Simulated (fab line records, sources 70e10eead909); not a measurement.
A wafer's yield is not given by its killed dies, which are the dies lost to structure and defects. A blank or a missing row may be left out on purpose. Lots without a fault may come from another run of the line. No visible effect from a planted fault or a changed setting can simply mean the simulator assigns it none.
fab line records	flow nand-harc	part 1 of 2: steps 1 to 4 of 6
record: lots: 23	wafers: 69	last-day: 34
route steps=1302 shown A_STAIRCASE@669
lots untouched by any fault: they come from a run of this same line in which no faults occurred
start-h: hours from the record's opening day to when the first of the lot's shown wafers began	wait-h: hours elapsed since this lot's preceding step	" repeats the value in the row above	L1.1+2: a single row standing in for several wafers	- no value, or no start was given	* or withheld: withheld	< > ~ a bound
route shown NAME@n: NAME is a module with steps in the file, n the number in the route of the first one	usual: mean/standard deviation taken from wafers without a fault	same: alike in all rows	chamber/n: place in a boat	sites: readings site by site	_std_site: the values' standard deviation	_edge_site: the outer-site mean with the inner-site mean subtracted	radius-mm: for every site, how far away it sits from the centre of the wafer	mask NAME#n: copy n	behind: tool/chamber where the wafer was last shaped	hold: why the lot was held/for how many hours/how that ended	device: the transistor (n, p or np) that didn't switch	end of line: the same wafers' tests at the end of the route	step lacking rows: just its recipe	killed: count of dies lost to structure and defects at first sort (not the wafer's yield)	map: shows each die of a wafer: x if killed, . if not, _ if none is there
set.NAME: the setting as run; set.NAME@STEP: as run at that earlier step	model.NAME: the simulator's own value behind a step, which no gauge read
route steps across a sampled set of lots; one table per step, one row per wafer
services: from which hour (start-h, from the record's first day; less than 0 if before it) a tool's chamber was out of use, for how many hours, and why
== steps ==
step: NHARC_A_STAIRCASE_ETCH_13
recipe: target-depth-a: 1000	time-s: 40.5	ion-energy-ev: 400	c4f8-flow-sccm: 20	o2-flow-sccm: 10	ar-flow-sccm: withheld	rf-w: 600	bias-w: 1000	chemistry: C4F8/O2
usual: oes-product-au: 0.941/0.016	rf-fwd-power-W: 592.7/2.8	rf-vpp-V: 897/4.9
same: time-s: 40.5
lot.wafer	tool	chamber	start-h	wait-h	oes-product-au	rf-fwd-power-W	rf-hours-counter-h	rf-vpp-V
L074.3	rie-diel-04	1	-	-	0.975	592.1	60	885
L074.6	"	0	"	"	0.957	595.1	-	891
L074.5	"	1	"	"	0.971	593.5	-	888
L076.3	rie-diel-11	0	-	-	0.952	585.5	38	899
L076.2	"	1	"	"	0.939	593.7	32	901
L076.6	"	0	"	"	0.935	585.6	-	900
L077.2	rie-diel-12	2	-	-	0.931	593.4	37	902
L077.6	"	2	"	"	0.948	590.7	-	900
L077.5	"	3	"	"	0.956	592.4	-	892
L078.1	rie-diel-12	0	-	-	0.940	589.4	43	894
L078.4	"	2	"	"	0.951	589.2	43	900
L078.6	"	0	"	"	0.945	591.7	-	892
L079.1	rie-diel-12	1	-	-	0.939	591.0	47	898
L079.3	"	3	"	"	0.950	590.5	40	892
L079.5	"	0	"	"	0.943	593.8	-	893
L080.2	rie-diel-12	2	-	-	0.938	587.2	46	901
L080.1	"	3	"	"	0.931	590.7	43	892
L080.3	"	0	"	"	0.927	595.3	46	893
L081.1	rie-diel-12	0	-	-	0.946	594.2	48	893
L081.3	"	2	"	"	0.940	589.3	49	900
L081.6	"	0	"	"	0.938	595.2	-	893
L082.2	rie-diel-04	1	-	-	0.926	594.5	20	887
L082.6	"	2	"	"	0.932	589.5	-	900
L082.4	"	3	"	"	0.939	593.5	-	903
L083.4	rie-diel-04	2	432.63	-	0.992	590.8	28	901
L083.2	"	0	"	"	0.999	592.7	21	891
L083.5	"	3	"	"	1.003	595.1	-	903
L084.1	rie-diel-04	0	-	-	0.918	594.9	30	891
L084.2	"	2	"	"	0.909	591.8	34	900
L084.4	"	0	"	"	0.918	592.9	-	891
L085.3	rie-diel-04	3	-	-	0.932	591.8	37	903
L085.2	"	2	"	"	0.934	591.6	36	899
L085.4	"	2	"	"	0.929	590.7	-	899
L086.2	rie-diel-11	0	-	-	0.938	587.4	5	901
L086.4	"	1	"	"	0.937	593.1	5	899
L086.5	"	3	"	"	0.931	591.3	-	894
L087.2	rie-diel-12	0	-	-	0.940	593.2	12	891
L087.3	"	2	"	"	0.934	586.8	12	899
L087.1	"	3	"	"	0.929	591.8	13	892
L089.1	rie-diel-04	2	-	-	0.938	590.1	46	899
L089.2	"	3	"	"	0.941	599.1	47	903
L089.5	"	3	"	"	0.947	594.7	-	901
L088.2	rie-diel-04	3	-	-	0.952	595.1	53	903
L088.3	"	0	"	"	0.951	597.6	43	891
L088.1	"	1	"	"	0.940	588.3	28	887
L090.2	rie-diel-04	3	-	-	0.961	596.3	59	905
L090.6	"	2	"	"	0.930	591.4	-	899
L090.5	"	3	"	"	0.961	595.1	-	902
L091.1	rie-diel-04	2	-	-	0.922	591.7	58	899
L091.3	"	1	"	"	0.931	590.0	33	887
L091.5	"	3	"	"	0.935	593.4	-	903
L093.2	rie-diel-04	3	-	-	0.960	595.0	66	903
L093.3	"	0	"	"	0.972	594.7	53	889
L093.5	"	2	"	"	0.933	594.8	-	897
L092.1	rie-diel-12	1	-	-	0.942	594.5	21	900
L092.4	"	3	"	"	0.922	589.6	24	893
L092.6	"	2	"	"	0.923	589.0	-	900
L094.4	rie-diel-04	3	-	-	0.949	594.9	1	903
L094.3	"	1	"	"	0.944	591.9	0	905
L094.6	"	0	"	"	0.962	594.8	-	890
L095.1	rie-diel-12	1	-	-	0.926	594.5	26	898
L095.4	"	2	"	"	0.918	591.2	28	898
L095.5	"	0	"	"	0.930	594.1	-	892
L097.3	rie-diel-11	1	-	-	0.943	592.6	57	900
L097.4	"	1	"	"	0.942	595.6	-	901
L097.6	"	0	"	"	0.944	587.7	-	899
L096.3	rie-diel-04	0	-	-	0.935	593.0	14	891
L096.2	"	1	"	"	0.946	590.8	16	905
L096.6	"	0	"	"	0.930	590.1	-	891
step: NHARC_A_STAIRCASE_STRIP_175
recipe: power-w: 1500	temp-c: 250	chemistry: O2
usual: drypump-motor-current-A: 5.8/0.54	heater-power-w: 332/33
lot.wafer	tool	chamber	start-h	wait-h	drypump-motor-current-A	heater-power-w	rf-hours-counter-h
L074.3	plasma-asher-01	0	352.56	0.2	5.7	331	-
L074.5	"	1	"	"	5.7	271	-
L074.6	"	0	"	"	5.7	333	-
L076.2	plasma-asher-02	0	368.41	0.1	5.2	374	23
L076.3	"	0	"	"	5.2	377	-
L076.6	"	0	"	"	5.2	370	-
L077.2	plasma-asher-01	1	380.93	0.1	5.7	268	6
L077.6	"	0	"	"	5.7	320	-
L077.5	"	1	"	"	5.7	269	-
L078.1	plasma-asher-02	0	397.15	0.1	5.2	376	29
L078.4	"	1	"	"	6.6	339	-
L078.6	"	0	"	"	5.2	367	-
L079.1	plasma-asher-01	1	401.55	0.1	5.7	273	10
L079.3	"	0	"	"	5.7	339	-
L079.5	"	0	"	"	5.7	332	-
L080.2	plasma-asher-02	0	414.33	0.1	5.2	363	33
L080.1	"	1	"	"	6.6	357	33
L080.3	"	1	"	"	6.7	345	-
L081.1	plasma-asher-02	0	421.71	0.2	5.2	364	35
L081.3	"	0	"	"	5.2	368	-
L081.6	"	0	"	"	5.2	377	-
L082.2	plasma-asher-02	0	425.59	0.1	5.2	380	36
L082.4	"	1	"	"	6.6	353	-
L082.6	"	1	"	"	6.6	350	-
L083.2	plasma-asher-01	1	434.94	0.3	5.7	269	21
L083.4	"	1	"	"	5.7	280	-
L083.5	"	0	"	"	5.7	338	-
L084.2	plasma-asher-01	1	456.94	0.1	5.7	277	24
L084.1	"	0	"	"	5.7	339	24
L084.4	"	0	"	"	5.7	327	-
L086.2	plasma-asher-01	1	458.80	0.1	5.7	274	25
L086.4	"	0	"	"	5.7	334	-
L086.5	"	1	"	"	5.7	262	-
L085.2	plasma-asher-02	1	459.00	0.1	6.6	338	4
L085.4	"	0	"	"	5.2	359	-
L085.3	"	1	"	"	6.6	334	-
L087.2	plasma-asher-02	0	493.99	0.1	5.2	369	9
L087.1	"	1	"	"	6.6	345	9
L087.3	"	1	"	"	6.6	344	-
L089.1	plasma-asher-02	0	497.39	0.1	5.2	364	10
L089.2	"	1	"	"	6.6	343	10
L089.5	"	0	"	"	5.2	361	-
L088.1	plasma-asher-01	1	515.32	0.1	5.7	272	36
L088.2	"	0	"	"	5.7	339	36
L088.3	"	1	"	"	5.7	270	-
L090.2	plasma-asher-02	0	521.71	0.1	5.2	351	16
L090.6	"	0	"	"	5.2	360	-
L090.5	"	1	"	"	6.7	346	-
L091.1	plasma-asher-02	0	522.15	0.1	5.2	354	16
L091.3	"	1	"	"	6.7	341	-
L091.5	"	1	"	"	6.6	341	-
L093.2	plasma-asher-02	0	535.94	0.1	5.2	352	21
L093.3	"	1	"	"	6.6	342	-
L093.5	"	0	"	"	5.2	367	-
L092.1	plasma-asher-01	0	541.40	0.1	5.7	320	3
L092.4	"	1	"	"	5.7	281	-
L092.6	"	0	"	"	5.7	331	-
L094.4	plasma-asher-02	1	549.06	0.2	6.6	352	-
L094.3	"	0	"	"	5.2	365	-
L094.6	"	0	"	"	5.2	357	-
L095.1	plasma-asher-02	0	555.90	0.1	5.2	357	26
L095.4	"	0	"	"	5.2	360	-
L095.5	"	1	"	"	6.6	335	-
L097.3	plasma-asher-02	0	583.96	0.2	5.3	347	-
L097.4	"	1	"	"	6.6	345	-
L097.6	"	0	"	"	5.2	357	-
L096.2	plasma-asher-01	0	612.55	0.1	5.7	325	16
L096.3	"	0	"	"	5.7	339	-
L096.6	"	0	"	"	5.7	329	-
step: NHARC_A_STAIRCASE_DESCUM_186
recipe: time-s: 3	o2-flow-sccm: 200	ar-flow-sccm: 0	bias-power-w: 0	chemistry: O2
usual: drypump-motor-current-A: 5.9/0.49	oes-product-au: 0.998/0.0082	rf-vpp-V: 57.7/0.96	showerhead-plenum-p-Torr: 1.93/0.077	throttle-valve-pct: 11.312/0.0082
same: time-s: 3
lot.wafer	tool	chamber	start-h	wait-h	drypump-motor-current-A	oes-product-au	rf-hours-counter-h	rf-vpp-V	showerhead-plenum-p-Torr	throttle-valve-pct
L074.3	rie-diel-12	0	353.94	-	5.0	0.999	27	57.4	1.87	11.302
L074.5	"	3	"	"	6.1	0.987	-	57.1	1.86	11.295
L074.6	"	0	"	"	5.0	0.999	-	56.4	1.87	11.317
L076.2	rie-diel-04	2	369.99	-	6.2	0.989	2	58.5	1.97	11.312
L076.3	"	1	"	"	6.6	1.006	1	56.4	1.78	11.317
L076.6	"	3	"	"	6.0	0.994	-	58.2	2.04	11.297
L077.2	rie-diel-11	0	382.41	-	6.3	0.997	42	58.7	1.98	11.308
L077.5	"	2	"	"	6.1	1.005	-	58.5	1.97	11.327
L077.6	"	3	"	"	5.0	0.997	-	56.4	1.90	11.301
L078.1	rie-diel-04	0	398.62	-	5.3	1.002	13	56.7	1.84	11.330
L078.4	"	3	"	"	6.0	1.019	-	58.9	2.03	11.325
L078.6	"	0	"	"	5.3	1.000	-	56.8	1.84	11.314
L079.1	rie-diel-04	2	402.91	-	6.2	0.994	16	59.2	1.97	11.319
L079.3	"	0	"	"	5.3	0.998	15	55.2	1.84	11.317
L079.5	"	3	"	"	6.0	1.012	-	57.1	2.03	11.311
L080.2	rie-diel-04	2	415.82	-	6.2	1.006	22	58.8	1.97	11.300
L080.1	"	3	"	"	6.0	1.014	21	58.2	2.03	11.316
L080.3	"	0	"	"	5.3	1.004	19	57.0	1.84	11.305
L081.3	rie-diel-04	1	423.22	-	6.6	0.998	20	56.8	1.77	11.311
L081.1	"	2	"	"	6.2	0.999	25	57.3	1.97	11.294
L081.6	"	2	"	"	6.2	1.003	-	57.7	1.97	11.295
L082.2	rie-diel-11	3	427.05	-	5.0	0.996	55	57.4	1.89	11.317
L082.4	"	2	"	"	6.1	0.997	48	57.1	1.96	11.311
L082.6	"	0	"	"	6.3	0.998	-	58.9	1.97	11.315
L083.2	rie-diel-04	2	436.34	-	6.2	0.989	28	58.1	1.97	11.307
L083.4	"	1	"	"	6.6	0.993	23	56.5	1.77	11.319
L083.5	"	2	"	"	6.2	0.994	-	55.4	1.97	11.316
L084.2	rie-diel-11	1	458.46	-	6.2	1.002	7	58.5	1.99	11.328
L084.4	"	2	"	"	6.1	1.016	9	58.1	1.96	11.312
L084.1	"	3	"	"	5.0	1.004	8	56.6	1.89	11.313
L086.2	rie-diel-04	3	460.33	-	6.0	1.003	38	58.7	2.03	11.321
L086.4	"	2	"	"	6.2	0.990	-	58.1	1.96	11.307
L086.5	"	3	"	"	6.0	1.000	-	59.0	2.03	11.305
L085.4	rie-diel-12	3	460.49	-	6.1	0.984	3	58.9	1.85	11.298
L085.2	"	0	"	"	5.0	0.995	2	58.5	1.86	11.308
L085.3	"	2	"	"	5.5	0.978	2	57.0	1.97	11.311
L087.3	rie-diel-11	3	495.50	-	5.0	1.000	23	57.3	1.89	11.325
L087.1	"	0	"	"	6.3	0.996	18	58.7	1.97	11.322
L087.2	"	2	"	"	6.1	1.009	23	59.1	1.96	11.317
L089.1	rie-diel-04	3	498.78	-	6.0	0.994	48	58.0	2.02	11.315
L089.2	"	2	"	"	6.2	1.001	48	58.9	1.96	11.317
L089.5	"	2	"	"	6.2	0.992	-	57.2	1.96	11.322
L088.2	rie-diel-04	0	516.86	-	5.3	0.993	47	57.4	1.83	11.309
L088.1	"	1	"	"	6.6	1.000	32	57.2	1.77	11.319
L088.3	"	2	"	"	6.2	0.994	57	57.2	1.96	11.309
L090.2	rie-diel-11	3	524.87	-	5.0	0.994	32	58.0	1.88	11.310
L090.6	"	2	"	"	6.1	1.012	-	57.4	1.95	11.308
L090.5	"	3	"	"	5.0	1.000	-	58.5	1.88	11.317
L091.1	rie-diel-12	2	524.90	-	5.4	0.985	22	57.2	1.96	11.304
L091.3	"	3	"	"	6.1	0.998	23	55.9	1.84	11.309
L091.5	"	2	"	"	5.4	0.990	-	58.3	1.96	11.318
L093.3	rie-diel-12	1	537.76	-	5.5	0.989	20	58.8	1.95	11.316
L093.2	"	2	"	"	5.5	0.992	22	58.4	1.96	11.321
L093.5	"	2	"	"	5.5	0.982	-	57.6	1.96	11.297
L092.4	rie-diel-12	0	542.77	-	5.0	1.001	26	55.6	1.85	11.326
L092.1	"	1	"	"	5.5	0.991	23	57.3	1.94	11.310
L092.6	"	2	"	"	5.4	0.987	-	58.3	1.96	11.307
L094.3	rie-diel-12	2	550.49	-	5.4	0.983	27	58.5	1.96	11.301
L094.4	"	3	"	"	6.1	0.983	29	58.4	1.84	11.325
L094.6	"	2	"	"	5.4	0.984	-	58.4	1.96	11.314
L095.4	rie-diel-11	2	557.28	-	6.1	1.012	46	57.6	1.95	11.304
L095.1	"	3	"	"	5.0	0.997	43	55.7	1.88	11.327
L095.5	"	3	"	"	5.0	0.994	-	56.9	1.88	11.314
L097.4	rie-diel-04	3	585.25	-	6.0	1.008	10	58.6	2.01	11.310
L097.3	"	0	"	"	5.3	1.004	8	58.1	1.82	11.314
L097.6	"	0	"	"	5.3	0.999	-	57.1	1.82	11.309
L096.3	rie-diel-04	0	614.04	-	5.3	0.994	15	57.5	1.82	11.313
L096.2	"	1	"	"	6.6	1.002	18	58.2	2.07	11.314
L096.6	"	3	"	"	6.0	1.009	-	56.0	2.01	11.310
step: NHARC_A_STAIRCASE_TRIM_193
recipe: time-s: 211.2	o2-flow-sccm: 500	ar-flow-sccm: 0	bias-w: 0	chemistry: O2
usual: drypump-motor-current-A: 5.9/0.5	oes-product-au: 0.997/0.008	rf-vpp-V: 57.9/0.87	showerhead-plenum-p-Torr: 3.55/0.14	throttle-valve-pct: 17.035/0.0079
same: time-s: 211.2
lot.wafer	tool	chamber	start-h	wait-h	drypump-motor-current-A	oes-product-au	rf-hours-counter-h	rf-vpp-V	showerhead-plenum-p-Torr	throttle-valve-pct
L074.3	rie-diel-12	0	-	-	5.0	0.991	28	58.1	3.45	17.044
L074.5	"	1	"	"	5.5	0.985	-	57.3	3.61	17.048
L074.6	"	2	"	"	5.5	0.983	-	59.0	3.64	17.034
L076.2	rie-diel-04	1	-	-	6.6	1.002	2	56.4	3.29	17.035
L076.3	"	2	"	"	6.2	1.001	3	58.8	3.63	17.027
L076.6	"	2	"	"	6.2	0.994	-	59.4	3.63	17.028
L077.2	rie-diel-11	1	-	-	6.2	1.003	36	57.5	3.68	17.039
L077.5	"	0	"	"	6.3	0.998	-	57.9	3.64	17.036
L077.6	"	1	"	"	6.2	0.989	-	57.2	3.68	17.021
L078.1	rie-diel-04	3	-	-	6.0	1.001	13	57.7	3.74	17.021
L078.6	"	2	"	"	6.2	1.001	-	56.9	3.63	17.042
L078.4	"	3	"	"	6.0	1.001	-	57.3	3.74	17.020
L079.3	rie-diel-04	3	-	-	6.0	1.007	15	59.2	3.74	17.041
L079.1	"	0	"	"	5.3	0.999	15	56.8	3.40	17.047
L079.5	"	2	"	"	6.3	0.996	-	58.2	3.63	17.042
L080.1	rie-diel-04	1	-	-	6.6	0.985	18	57.0	3.28	17.037
L080.2	"	3	"	"	6.0	0.997	21	58.0	3.73	17.030
L080.3	"	0	"	"	5.3	0.985	19	58.3	3.40	17.026
L081.1	rie-diel-04	2	-	-	6.2	0.998	25	57.0	3.62	17.012
L081.3	"	3	"	"	6.0	0.997	24	58.8	3.73	17.030
L081.6	"	3	"	"	6.0	0.996	-	58.2	3.73	17.032
L082.2	rie-diel-11	0	-	-	6.3	1.003	56	58.0	3.63	17.039
L082.4	"	2	"	"	6.1	1.006	48	58.3	3.61	17.044
L082.6	"	3	"	"	5.0	0.998	-	58.9	3.49	17.044
L083.2	rie-diel-04	2	-	-	6.2	0.992	28	57.3	3.62	17.037
L083.4	"	1	"	"	6.6	0.984	23	56.9	3.28	17.023
L083.5	"	3	"	"	6.0	1.004	-	58.6	3.73	17.035
L084.1	rie-diel-11	2	-	-	6.1	1.012	9	59.7	3.61	17.033
L084.2	"	3	"	"	5.0	0.997	8	59.3	3.49	17.022
L084.4	"	0	"	"	6.3	1.000	7	59.3	3.63	17.028
L085.2	rie-diel-12	2	-	-	5.5	0.984	3	58.2	3.62	17.030
L085.3	"	3	"	"	6.1	0.998	3	58.5	3.42	17.037
L085.4	"	0	"	"	5.0	0.985	3	57.7	3.43	17.025
L086.2	rie-diel-04	3	-	-	6.0	1.006	39	58.5	3.72	17.035
L086.5	"	2	"	"	6.2	0.984	-	59.0	3.61	17.042
L086.4	"	0	"	"	5.3	1.001	-	58.2	3.39	17.048
L087.1	rie-diel-11	1	-	-	6.2	1.007	18	58.8	3.66	17.030
L087.3	"	3	"	"	5.0	0.997	23	56.9	3.48	17.045
L087.2	"	0	"	"	6.4	0.999	18	57.2	3.62	17.041
L089.2	rie-diel-04	3	-	-	6.0	0.997	49	58.2	3.72	17.041
L089.1	"	2	"	"	6.2	0.991	48	58.1	3.61	17.026
L089.5	"	2	"	"	6.2	0.995	-	58.3	3.61	17.040
L088.1	rie-diel-04	0	-	-	5.3	0.996	47	58.2	3.38	17.050
L088.3	"	1	"	"	6.6	0.995	32	57.7	3.28	17.036
L088.2	"	2	"	"	6.2	0.986	57	57.4	3.60	17.043
L091.3	rie-diel-12	0	-	-	5.0	0.996	24	57.9	3.42	17.024
L091.1	"	2	"	"	5.4	0.987	22	57.2	3.61	17.019
L091.5	"	0	"	"	5.0	0.998	-	57.5	3.42	17.033
L090.2	rie-diel-11	1	-	-	6.2	1.006	36	57.5	3.65	17.033
L090.6	"	2	"	"	6.1	1.014	-	56.0	3.59	17.038
L090.5	"	3	"	"	5.0	0.997	-	58.6	3.47	17.031
L093.3	rie-diel-12	2	-	-	5.5	0.977	24	57.7	3.61	17.031
L093.2	"	3	"	"	6.1	0.993	25	58.2	3.41	17.022
L093.5	"	2	"	"	5.4	0.981	-	57.8	3.61	17.037
L092.4	rie-diel-12	3	-	-	6.1	0.998	26	57.9	3.41	17.033
L092.1	"	0	"	"	5.0	1.000	27	57.6	3.42	17.043
L092.6	"	3	"	"	6.1	0.983	-	55.5	3.41	17.046
L094.3	rie-diel-12	1	-	-	5.5	0.999	26	57.6	3.58	17.030
L094.4	"	2	"	"	5.5	0.994	28	56.4	3.61	17.035
L094.6	"	0	"	"	5.0	0.997	-	56.4	3.42	17.033
L095.1	rie-diel-11	1	-	-	6.2	0.994	47	58.2	3.64	17.033
L095.4	"	2	"	"	6.1	1.004	46	58.4	3.59	17.034
L095.5	"	1	"	"	6.2	1.010	-	58.4	3.64	17.039
L097.3	rie-diel-04	1	-	-	6.6	0.998	9	58.0	3.80	17.030
L097.4	"	2	"	"	6.2	1.001	11	57.5	3.59	17.036
L097.6	"	0	"	"	5.2	0.998	-	57.6	3.37	17.052
L096.2	rie-diel-04	3	-	-	6.0	0.995	17	56.9	3.69	17.038
L096.3	"	1	"	"	6.6	0.996	18	58.6	3.80	17.037
L096.6	"	3	"	"	6.0	0.988	-	59.1	3.70	17.049
